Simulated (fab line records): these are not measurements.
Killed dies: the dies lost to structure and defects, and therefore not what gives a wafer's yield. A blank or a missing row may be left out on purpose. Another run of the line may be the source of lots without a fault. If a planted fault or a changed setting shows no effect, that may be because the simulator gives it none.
Matching of chambers + flow n5Finfet + N5_PMOS_HMC_CHANNEL_EPI_CMP_21 on cmp-04: 4 sister chambers
The step polishes SiGe30, target thk 54 nm. 16 wafers are shown with their chamber, then 8 later ones without.

== WAFERS, EACH WITH ITS CHAMBER ==
| wafer  | chamber | motorCurrentA (A) |
|--------|---------|-------------------|
| L078.1 | 1       | 11.0              |
| L078.2 | 2       | 11.5              |
| L078.4 | 3       | 12.5              |
| L083.2 | 1       | 11.2              |
| L083.5 | 3       | 12.7              |
| L083.6 | 0       | 13.3              |
| L084.2 | 0       | 12.9              |
| L084.3 | 2       | 12.0              |
| L084.4 | 3       | 13.3              |
| L085.1 | 0       | 13.1              |
| L085.2 | 3       | 12.9              |
| L085.4 | 2       | 11.4              |
| L089.1 | 2       | 11.3              |
| L089.2 | 1       | 10.5              |
| L089.3 | 0       | 13.1              |
| L090.1 | 3       | 12.7              |

SIGNATURES, as means of the wafers listed above
| reading       | chamber 0 | chamber 1 | chamber 2 | chamber 3 | scatter within a chamber |
|---------------|-----------|-----------|-----------|-----------|--------------------------|
| motorCurrentA | 13.100    | 10.900    | 11.550    | 12.820    | 0.288                    |
Rule: a wafer lies at a distance from a chamber equal to the root of the sum of squares, over the readings, of (its reading less the chamber's mean, divided by the reading's scatter). If the next closest chamber is less than 2 further off than the closest, the wafer can't be placed; otherwise it belongs to the closest. How the scatter is found: for the shown wafers, subtract from each reading the mean of its chamber, square and add these, divide the total by (wafers less chambers), then take the root.

== WAFERS WITH NO CHAMBER GIVEN ==
| wafer  | motorCurrentA (A) |
|--------|-------------------|
| L090.2 | 10.9              |
| L090.5 | 11.3              |
| L092.2 | 12.8              |
| L092.3 | 12.0              |
| L092.6 | 12.0              |
| L095.2 | 12.8              |
| L095.4 | 10.7              |
| L095.5 | 13.1              |

== WHICH CHAMBER EACH ONE RAN IN ==
| wafer  | from the rows above     | in truth |
|--------|-------------------------|----------|
| L090.2 | 1                       | 1        |
| L090.5 | can't be placed: 2 or 1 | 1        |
| L092.2 | can't be placed: 3 or 0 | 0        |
| L092.3 | can't be placed: 2 or 3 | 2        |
| L092.6 | can't be placed: 2 or 3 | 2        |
| L095.2 | can't be placed: 3 or 0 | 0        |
| L095.4 | 1                       | 1        |
| L095.5 | can't be placed: 0 or 3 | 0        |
2 of 8 placed correctly. Unplaceable from these rows: 6, with the true chamber sitting among the candidates in 6. Placed wrongly: 0.
